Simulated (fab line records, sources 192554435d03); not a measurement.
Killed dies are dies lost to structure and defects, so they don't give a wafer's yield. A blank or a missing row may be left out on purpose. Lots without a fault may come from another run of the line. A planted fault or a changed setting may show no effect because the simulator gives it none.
fab line records | flow n5_finfet | part 1 of 2: steps 1 to 23 of 36
record lots=5 wafers=15 last_day=17
route steps=1938 shown PMOS_HMC_CHANNEL_EPI@78 FIN_SAQP@90
lots that met no fault: from a run of the same line without faults
start_h: hours from the record's first day to the start of the lot's first wafer shown | wait_h: hours since the lot's step before | " the same as in the row above | L1.1+2: a row that stands for several wafers | - no value, or no start given | * or withheld: withheld | < > ~ a bound
route shown NAME@n: a module of which the file shows steps, and the number in the route of the first | usual: mean/standard deviation of fault-free wafers | same: alike in all rows | chamber/n: place in a boat | sites: the reading at each site | _std_site: their standard deviation | _edge_site: outer sites' mean less inner sites' | radius_mm: how far each site lies from the wafer's centre | mask NAME#n: copy n | behind: the tool/chamber that last shaped the wafer | hold: why the lot was held/for how many hours/how that ended | device: the transistor (n, p or np) that didn't switch | end of line: the same wafers' tests at the end of the route | a step without rows: its recipe alone | killed: dies lost to structure and defects at the first sort, not the wafer's yield | map: a wafer's dies, x killed, . not, _ none there
set.NAME: the setting as run; set.NAME@STEP: as run at that earlier step | model.NAME: the simulator's own value behind a step, which no gauge read
lots at some steps of the route; a table a step, a row a wafer
services: from which hour (start_h, from the record's first day; less than 0 if before it) a tool's chamber was out of use, for how many hours, and why
## steps
# step N5_PMOS_HMC_CHANNEL_EPI_EPI_20
# recipe material=SiGe30 mask_material=SiO2 pressure_torr=20 target_thk_a=590 temp_c=600
# usual susceptor_temp_C_max=601.4/0.58
# columns lot.wafer tool chamber start_h wait_h susceptor_temp_C_max
L078.1 epi_rpcvd-04 0 44.36 0.0 601.2
L078.3 " 0 " " 601.5
L078.5 " 0 " " 600.9
L081.1 epi_rpcvd-04 0 60.92 0.0 602.2
L081.4 " 0 " " 601.5
L081.5 " 0 " " 602.0
L089.1 epi_rpcvd-01 0 107.92 0.0 600.7
L089.4 " 0 " " 600.7
L089.6 " 0 " " 600.9
L095.1 epi_rpcvd-04 0 144.19 0.0 602.1
L095.2 " 0 " " 602.1
L095.5 " 0 " " 601.5
L097.1 epi_rpcvd-03 0 156.97 0.0 601.6
L097.5 " 0 " " 601.6
L097.6 " 0 " " 601.9
# step N5_PMOS_HMC_CHANNEL_EPI_HM_STRIP_35
# recipe chemistry=dHF temp_c=25 material=SiO2 target=SiO2 target_depth_a=396 time_s=216
# usual temp_c=25.00/0.1
# columns lot.wafer tool chamber start_h wait_h temp_c
L078.1 wet_bench-01 6 45.60 1.0 24.98
L078.3 " 3 " " 25.15
L078.5 " 5 " " 24.87
L081.1 wet_bench-02 4 62.15 1.0 25.04
L081.4 " 2 " " 24.75
L081.5 " 1 " " 24.97
L089.1 wet_bench-05 0 109.56 1.4 25.06
L089.4 " 4 " " 24.91
L089.6 " 5 " " 25.11
L095.1 wet_bench-02 5 145.83 1.4 25.05
L095.2 " 7 " " 25.03
L095.5 " 2 " " 24.81
L097.1 wet_bench-02 5 158.22 1.0 24.99
L097.5 " 1 " " 24.95
L097.6 " 6 " " 24.94
# step N5_PMOS_HMC_CHANNEL_EPI_SRD_39
# recipe dry=ipa_marangoni time_s=30 temp_c=23 rinse_liquid=diw
# usual temp_c=22.99/0.1
# columns lot.wafer tool chamber start_h wait_h temp_c
L078.1 wet_bench-01 6 45.66 0.0 23.01
L078.3 " 3 " " 23.15
L078.5 " 5 " " 22.85
L081.1 wet_bench-02 4 62.22 0.0 22.95
L081.4 " 2 " " 23.04
L081.5 " 1 " " 22.85
L089.1 wet_bench-05 0 109.62 0.0 23.12
L089.4 " 4 " " 22.97
L089.6 " 5 " " 22.99
L095.1 wet_bench-02 5 145.89 0.0 23.07
L095.2 " 7 " " 23.00
L095.5 " 2 " " 22.91
L097.1 wet_bench-02 5 158.28 0.0 23.02
L097.5 " 1 " " 23.04
L097.6 " 6 " " 23.01
# step N5_PMOS_HMC_CHANNEL_EPI_CMP_21
# recipe material=SiGe30 post_cmp_clean=alkaline_brush target_thk_nm=54
# usual motor_current_A=11.9/0.88
# columns lot.wafer tool chamber start_h wait_h motor_current_A
L078.1 cmp-03 1 45.70 0.0 10.5
L078.3 " 3 " " 11.1
L078.5 " 1 " " 10.9
L081.4 cmp-02 3 62.30 0.1 10.1
L081.1 " 0 " " 13.2
L081.5 " 2 " " 12.5
L089.4 cmp-03 3 109.66 0.0 11.5
L089.1 " 1 " " 10.7
L089.6 " 3 " " 11.0
L095.1 cmp-04 1 146.01 0.1 13.2
L095.2 " 2 " " 11.1
L095.5 " 0 " " 12.8
L097.1 cmp-03 3 158.36 0.1 11.5
L097.5 " 2 " " 12.0
L097.6 " 3 " " 11.1
# step N5_PMOS_HMC_CHANNEL_EPI_THK_MEAS_22
# recipe reads=SiGe30_of_PMOS_HMC_CHANNEL_EPI_EPI_20
# usual HMC_CMP_THK=53.7/1.2
# columns lot.wafer tool chamber start_h wait_h HMC_CMP_THK[nm]
L078.1 film_metro-01 - 45.99 - 53.5
L078.3 " - " " 53.1
L078.5 " - " " 53.2
L081.1 film_metro-01 - 62.56 - 53.4
L081.4 " - " " 54.3
L081.5 " - " " 53.5
L089.1 film_metro-01 - 109.95 - 55.3
L089.4 " - " " 51.9
L089.6 " - " " 52.3
L095.1 film_metro-02 - 146.23 - 51.9
L095.2 " - " " 54.4
L095.5 " - " " 54.2
L097.1 film_metro-01 - 158.62 - 52.3
L097.5 " - " " 52.7
L097.6 " - " " 55.5
# step N5_PMOS_HMC_CHANNEL_EPI_PRECLEAN_40
# recipe chemistry=DHF time_s=30 temp_c=25 dilution=withheld
# usual temp_c=24.99/0.11
# columns lot.wafer tool chamber start_h wait_h temp_c
L078.1 wet_bench-01 1 46.02 0.0 25.15
L078.3 " 0 " " 24.93
L078.5 " 6 " " 24.98
L081.1 wet_bench-01 1 62.58 0.0 24.99
L081.4 " 3 " " 25.02
L081.5 " 0 " " 24.96
L089.1 wet_bench-05 5 109.98 0.0 24.96
L089.4 " 0 " " 24.86
L089.6 " 1 " " 25.06
L095.1 wet_bench-01 3 146.25 0.0 24.99
L095.2 " 4 " " 24.98
L095.5 " 1 " " 24.99
L097.1 wet_bench-01 6 158.64 0.0 25.12
L097.5 " 3 " " 25.02
L097.6 " 5 " " 24.97
# step N5_PMOS_HMC_CHANNEL_EPI_PRECLEAN_37
# recipe chemistry=O3/DIW time_s=45 temp_c=22 o3_ppm=10
# usual temp_c=22.01/0.1
# columns lot.wafer tool chamber start_h wait_h temp_c
L078.1 wet_bench-01 1 46.03 0.0 22.12
L078.3 " 0 " " 22.12
L078.5 " 6 " " 22.05
L081.1 wet_bench-01 1 62.60 0.0 21.94
L081.4 " 3 " " 22.13
L081.5 " 0 " " 21.97
L089.1 wet_bench-05 5 109.99 0.0 21.87
L089.4 " 0 " " 21.97
L089.6 " 1 " " 21.90
L095.1 wet_bench-01 3 146.28 0.0 21.91
L095.2 " 4 " " 22.19
L095.5 " 1 " " 21.94
L097.1 wet_bench-01 6 158.66 0.0 22.02
L097.5 " 3 " " 22.00
L097.6 " 5 " " 22.16
# step N5_PMOS_HMC_CHANNEL_EPI_PRECLEAN_24
# recipe chemistry=DHF time_s=30 temp_c=25 dilution=withheld
# usual temp_c=24.99/0.11
# columns lot.wafer tool chamber start_h wait_h temp_c
L078.1 wet_bench-01 1 46.05 0.0 24.90
L078.3 " 0 " " 25.21
L078.5 " 6 " " 25.01
L081.1 wet_bench-01 1 62.61 0.0 25.00
L081.4 " 3 " " 24.89
L081.5 " 0 " " 25.14
L089.1 wet_bench-05 5 110.00 0.0 25.02
L089.4 " 0 " " 25.11
L089.6 " 1 " " 24.77
L095.1 wet_bench-01 3 146.30 0.0 25.03
L095.2 " 4 " " 25.10
L095.5 " 1 " " 24.91
L097.1 wet_bench-01 6 158.67 0.0 25.01
L097.5 " 3 " " 25.12
L097.6 " 5 " " 24.82
# step N5_PMOS_HMC_CHANNEL_EPI_SRD_25
# recipe dry=ipa_marangoni do_ppb=5 time_s=30 temp_c=23 rinse_liquid=diw
# usual temp_c=23.00/0.12
# columns lot.wafer tool chamber start_h wait_h temp_c
L078.1 wet_bench-01 1 46.05 0.0 22.95
L078.3 " 0 " " 23.13
L078.5 " 6 " " 22.98
L081.1 wet_bench-01 1 62.62 0.0 23.01
L081.4 " 3 " " 22.76
L081.5 " 0 " " 23.11
L089.1 wet_bench-05 5 110.01 0.0 22.98
L089.4 " 0 " " 23.15
L089.6 " 1 " " 22.91
L095.1 wet_bench-01 3 146.32 0.0 22.91
L095.2 " 4 " " 23.05
L095.5 " 1 " " 22.94
L097.1 wet_bench-01 6 158.68 0.0 23.04
L097.5 " 3 " " 22.86
L097.6 " 5 " " 22.80
# step N5_PMOS_HMC_CHANNEL_EPI_EPI_26
# recipe material=Si target_thk_a=38 temp_c=650 precursor=SiH4/H2 pressure_torr=20 time_s=22.7
# usual susceptor_temp_C_max=651.6/0.71 throttle_valve_pct=11.45/0.21
# columns lot.wafer tool chamber start_h wait_h susceptor_temp_C_max throttle_valve_pct
L078.1 epi_rpcvd-01 0 46.10 0.0 651.6 11.43
L078.3 " 0 " " 651.4 11.54
L078.5 " 0 " " 651.2 11.77
L081.1 epi_rpcvd-03 0 62.67 0.0 652.6 11.70
L081.4 " 0 " " 652.5 11.52
L081.5 " 0 " " 652.8 11.34
L089.1 epi_rpcvd-04 0 110.06 0.0 651.6 11.17
L089.4 " 0 " " 652.6 11.02
L089.6 " 0 " " 652.0 10.85
L095.1 epi_rpcvd-04 0 146.38 0.0 651.7 11.25
L095.2 " 0 " " 652.1 10.94
L095.5 " 0 " " 651.3 11.07
L097.1 epi_rpcvd-01 0 158.73 0.0 651.0 11.72
L097.5 " 0 " " 651.8 11.65
L097.6 " 0 " " 650.9 11.63
# step N5_PMOS_HMC_CHANNEL_EPI_INSPECT_30
# recipe inspect_instrument=darkfield mode=post_epi
# usual raw_defect_count=20/5.9
# columns lot.wafer tool chamber start_h wait_h raw_defect_count
L078.1 defect_inspect-02 - 46.57 0.0 13
L078.3 " - " " 15
L078.5 " - " " 22
L081.1 defect_inspect-01 - 63.14 0.0 13
L081.4 " - " " 22
L081.5 " - " " 33
L089.1 defect_inspect-02 - 110.43 0.0 6
L089.4 " - " " 26
L089.6 " - " " 18
L095.1 defect_inspect-02 - 146.85 0.0 13
L095.2 " - " " 12
L095.5 " - " " 13
L097.1 defect_inspect-02 - 159.33 0.0 22
L097.5 " - " " 27
L097.6 " - " " 16
# step N5_FIN_SAQP_PRECLEAN_42
# recipe chemistry=O3/DIW time_s=60 temp_c=22 o3_ppm=10
# usual temp_c=21.99/0.11
# columns lot.wafer tool chamber start_h wait_h temp_c
L078.1 wet_bench-06 7 46.60 0.0 21.86
L078.3 " 6 " " 21.89
L078.5 " 0 " " 21.96
L081.1 wet_bench-03 7 63.16 0.0 22.02
L081.4 " 1 " " 22.01
L081.5 " 5 " " 22.04
L089.1 wet_bench-04 4 110.46 0.0 21.86
L089.4 " 7 " " 22.06
L089.6 " 1 " " 21.92
L095.1 wet_bench-06 3 146.88 0.0 21.92
L095.2 " 1 " " 21.98
L095.5 " 0 " " 22.11
L097.1 wet_bench-06 7 159.36 0.0 22.02
L097.5 " 6 " " 22.03
L097.6 " 5 " " 21.94
# step N5_FIN_SAQP_PRECLEAN_00
# recipe chemistry=SC1 time_s=60 temp_c=55 mix=1:2:50
# usual temp_c=54.98/0.12
# columns lot.wafer tool chamber start_h wait_h temp_c
L078.1 wet_bench-06 7 46.62 0.0 54.96
L078.3 " 6 " " 54.97
L078.5 " 0 " " 54.99
L081.1 wet_bench-03 7 63.18 0.0 54.87
L081.4 " 1 " " 54.88
L081.5 " 5 " " 54.97
L089.1 wet_bench-04 4 110.48 0.0 55.08
L089.4 " 7 " " 54.85
L089.6 " 1 " " 54.91
L095.1 wet_bench-06 3 146.90 0.0 54.83
L095.2 " 1 " " 54.90
L095.5 " 0 " " 54.86
L097.1 wet_bench-06 7 159.38 0.0 54.90
L097.5 " 6 " " 55.18
L097.6 " 5 " " 55.16
# step N5_FIN_SAQP_PRECLEAN_44
# recipe chemistry=SC2 time_s=45 temp_c=35 mix=1:1:50
# usual temp_c=35.01/0.12
# columns lot.wafer tool chamber start_h wait_h temp_c
L078.1 wet_bench-06 7 46.64 0.0 34.98
L078.3 " 6 " " 35.10
L078.5 " 0 " " 35.36
L081.1 wet_bench-03 7 63.20 0.0 35.26
L081.4 " 1 " " 35.03
L081.5 " 5 " " 35.21
L089.1 wet_bench-04 4 110.49 0.0 34.95
L089.4 " 7 " " 35.06
L089.6 " 1 " " 35.01
L095.1 wet_bench-06 3 146.92 0.0 35.22
L095.2 " 1 " " 34.95
L095.5 " 0 " " 35.04
L097.1 wet_bench-06 7 159.40 0.0 35.05
L097.5 " 6 " " 35.09
L097.6 " 5 " " 35.24
# step N5_FIN_SAQP_SRD_01
# recipe dry=ipa_marangoni time_s=30 temp_c=23 rinse_liquid=diw
# usual temp_c=23.01/0.11
# columns lot.wafer tool chamber start_h wait_h temp_c
L078.1 wet_bench-06 7 46.65 0.0 23.06
L078.3 " 6 " " 22.97
L078.5 " 0 " " 23.09
L081.1 wet_bench-03 7 63.21 0.0 23.07
L081.4 " 1 " " 23.00
L081.5 " 5 " " 23.09
L089.1 wet_bench-04 4 110.51 0.0 23.14
L089.4 " 7 " " 23.02
L089.6 " 1 " " 23.10
L095.1 wet_bench-06 3 146.93 0.0 23.06
L095.2 " 1 " " 23.25
L095.5 " 0 " " 23.09
L097.1 wet_bench-06 7 159.41 0.0 22.83
L097.5 " 6 " " 22.92
L097.6 " 5 " " 23.13
# step N5_FIN_SAQP_ALD_61
# recipe material=SiO2 target_thk_a=40 temp_c=300 ald_precursor_family=BDEAS ald_co_reactant=O2-plasma pulse_time_s=1 purge_time_s=2 co_reactant_purge_time_s=2 ald_cycles=43 pressure_torr=2
# usual heater_power_w=479/48 precursor_pulse_height_rel=0.999/0.02
# columns lot.wafer tool chamber start_h wait_h heater_power_w precursor_pulse_height_rel
L078.1 ald_sin-04 1 46.70 0.0 578 1.008
L078.3 " 3 " " 468 1.007
L078.5 " 3 " " 465 0.991
L081.1 ald_sin-04 3 64.03 0.8 462 1.033
L081.4 " 0 " " 408 1.023
L081.5 " 2 " " 489 1.030
L089.1 ald_sin-03 0 110.55 0.0 435 1.011
L089.4 " 2 " " 492 0.979
L089.6 " 3 " " 464 0.969
L095.1 ald_sin-03 1 147.28 0.3 504 1.050
L095.2 " 0 " " 439 1.036
L095.5 " 2 " " 500 1.007
L097.1 ald_sin-03 3 159.54 0.1 476 1.006
L097.5 " 1 " " 507 1.013
L097.6 " 2 " " 498 0.969
# step N5_FIN_SAQP_DENSIFY_62
# recipe temp_c=700 time_s=60 ambient=N2 idle_temp_c=600 ramp_up_c_per_s=150 ramp_down_c_per_s=60 cool_to_c=600
# usual lamp_power_pct=9.85/0.056 wafer_temp_C_max=703.3/0.61
# columns lot.wafer tool chamber start_h wait_h lamp_power_pct wafer_temp_C_max
L078.1 rtp_anneal-01 0 46.90 0.1 9.82 703.3
L078.3 " 0 " " 9.90 704.0
L078.5 " 0 " " 9.85 702.9
L081.1 rtp_anneal-02 0 64.23 0.1 9.86 703.9
L081.4 " 0 " " 9.86 703.6
L081.5 " 0 " " 9.87 703.1
L089.1 rtp_anneal-02 0 110.76 0.1 9.92 703.2
L089.4 " 0 " " 9.84 705.0
L089.6 " 0 " " 9.96 702.8
L095.1 rtp_anneal-01 0 147.49 0.1 9.88 703.3
L095.2 " 0 " " 9.87 703.9
L095.5 " 0 " " 9.80 703.0
L097.1 rtp_anneal-01 0 159.74 0.1 9.77 703.4
L097.5 " 0 " " 9.90 703.3
L097.6 " 0 " " 9.87 702.9
# step N5_FIN_SAQP_HM_DEP_03
# recipe material=SiNx target_thk_a=380 temp_c=400 precursor=SiH4/NH3/N2 pressure_torr=1.5 rf_w=300 time_s=33.6
# usual heater_power_w=735/64 showerhead_plenum_p_Torr=5.17/0.078 throttle_valve_pct=41/3.4
# columns lot.wafer tool chamber start_h wait_h heater_power_w showerhead_plenum_p_Torr throttle_valve_pct
L078.1 pecvd-04 2 47.13 0.2 677 5.23 42
L078.3 " 1 " " 781 5.12 42
L078.5 " 0 " " 730 5.08 38
L081.1 pecvd-03 1 64.45 0.2 723 5.18 40
L081.4 " 2 " " 751 5.20 34
L081.5 " 2 " " 781 5.20 34
L089.1 pecvd-02 2 110.97 0.2 866 5.22 38
L089.4 " 2 " " 855 5.21 38
L089.6 " 0 " " 718 5.32 45
L095.1 pecvd-03 0 147.71 0.2 645 5.15 45
L095.2 " 2 " " 731 5.21 34
L095.5 " 2 " " 750 5.21 35
L097.1 pecvd-04 1 159.95 0.2 750 5.12 42
L097.5 " 0 " " 708 5.08 38
L097.6 " 1 " " 768 5.12 42
# step N5_FIN_SAQP_THK_MEAS_05
# usual thk_nm=37.9/0.62
# columns lot.wafer tool chamber start_h wait_h thk_nm
L078.1 film_metro-02 - 47.21 0.1 37.8
L078.3 " - " " 39.1
L078.5 " - " " 38.1
L081.1 film_metro-01 - 64.56 0.1 36.8
L081.4 " - " " 37.6
L081.5 " - " " 38.1
L089.1 film_metro-02 - 111.06 0.1 36.9
L089.4 " - " " 37.6
L089.6 " - " " 38.4
L095.1 film_metro-01 - 147.80 0.1 37.1
L095.2 " - " " 38.1
L095.5 " - " " 38.7
L097.1 film_metro-01 - 160.04 0.1 38.1
L097.5 " - " " 37.7
L097.6 " - " " 38.6
# step N5_FIN_SAQP_PECVD_47
# recipe material=a-Si target_thk_a=450 temp_c=400 precursor=SiH4/He pressure_torr=3 rf_w=100 time_s=36.3
# usual heater_power_w=817/65 showerhead_plenum_p_Torr=5.69/0.056 throttle_valve_pct=18.7/1.4
# columns lot.wafer tool chamber start_h wait_h heater_power_w showerhead_plenum_p_Torr throttle_valve_pct
L078.1 pecvd-04 1 47.25 0.0 838 5.65 19.3
L078.3 " 0 " " 846 5.62 17.0
L078.5 " 1 " " 839 5.64 19.2
L081.1 pecvd-02 0 64.60 0.0 840 5.79 20.5
L081.4 " 1 " " 900 5.61 19.4
L081.5 " 2 " " 913 5.73 17.1
L089.1 pecvd-03 2 111.09 0.0 845 5.72 15.6
L089.4 " 2 " " 865 5.73 15.6
L089.6 " 1 " " 849 5.68 18.2
L095.1 pecvd-02 1 147.84 0.0 917 5.59 19.6
L095.2 " 2 " " 857 5.72 17.8
L095.5 " 2 " " 876 5.72 17.6
L097.1 pecvd-02 2 160.08 0.0 781 5.72 17.5
L097.5 " 2 " " 790 5.71 17.6
L097.6 " 0 " " 810 5.79 20.4
# step N5_FIN_SAQP_PECVD_48
# recipe material=SiNx target_thk_a=250 temp_c=400 precursor=SiH4/NH3/N2 pressure_torr=1.5 rf_w=300 time_s=22.1
# usual heater_power_w=747/61 showerhead_plenum_p_Torr=5.17/0.077 throttle_valve_pct=41/3.2
# columns lot.wafer tool chamber start_h wait_h heater_power_w showerhead_plenum_p_Torr throttle_valve_pct
L078.1 pecvd-04 1 47.29 0.0 819 5.11 42
L078.3 " 0 " " 744 5.10 38
L078.5 " 1 " " 828 5.13 42
L081.1 pecvd-02 0 64.64 0.0 645 5.29 45
L081.4 " 1 " " 817 5.05 43
L081.5 " 2 " " 810 5.20 38
L089.1 pecvd-03 2 111.14 0.0 754 5.21 34
L089.4 " 2 " " 730 5.21 34
L089.6 " 1 " " 757 5.16 40
L095.1 pecvd-02 1 147.88 0.0 855 5.05 43
L095.2 " 2 " " 818 5.22 39
L095.5 " 2 " " 811 5.21 39
L097.1 pecvd-02 2 160.12 0.0 818 5.21 39
L097.5 " 2 " " 837 5.20 38
L097.6 " 0 " " 653 5.31 45
# step N5_FIN_SAQP_PECVD_06
# recipe material=a-Si target_thk_a=600 temp_c=400 precursor=SiH4/He pressure_torr=3 rf_w=100 time_s=48.1
# usual heater_power_w=798/71 showerhead_plenum_p_Torr=5.69/0.055 throttle_valve_pct=18.7/1.4
# columns lot.wafer tool chamber start_h wait_h heater_power_w showerhead_plenum_p_Torr throttle_valve_pct
L078.1 pecvd-04 1 47.33 0.0 740 5.65 19.6
L078.3 " 0 " " 838 5.61 17.3
L078.5 " 1 " " 749 5.65 19.3
L081.1 pecvd-02 0 64.68 0.0 699 5.79 20.3
L081.4 " 1 " " 855 5.61 19.6
L081.5 " 2 " " 937 5.71 17.3
L089.1 pecvd-03 2 111.18 0.0 724 5.72 15.5
L089.4 " 2 " " 721 5.70 15.5
L089.6 " 1 " " 797 5.70 17.8
L095.1 pecvd-02 1 147.92 0.0 915 5.60 19.8
L095.2 " 2 " " 926 5.72 17.4
L095.5 " 2 " " 911 5.71 17.7
L097.1 pecvd-02 2 160.16 0.0 878 5.71 17.8
L097.5 " 2 " " 883 5.73 17.5
L097.6 " 0 " " 816 5.81 20.4
# step N5_FIN_SAQP_THK_MEAS_07
# usual thk_nm=60.0/0.88
# columns lot.wafer tool chamber start_h wait_h thk_nm
L078.1 film_metro-02 - 47.42 0.1 59.2
L078.3 " - " " 59.7
L078.5 " - " " 60.7
L081.1 film_metro-02 - 64.77 0.1 60.9
L081.4 " - " " 61.4
L081.5 " - " " 61.0
L089.1 film_metro-02 - 111.26 0.1 58.7
L089.4 " - " " 60.0
L089.6 " - " " 59.4
L095.1 film_metro-01 - 148.01 0.1 59.8
L095.2 " - " " 59.8
L095.5 " - " " 60.5
L097.1 film_metro-01 - 160.25 0.1 59.8
L097.5 " - " " 60.2
L097.6 " - " " 60.0
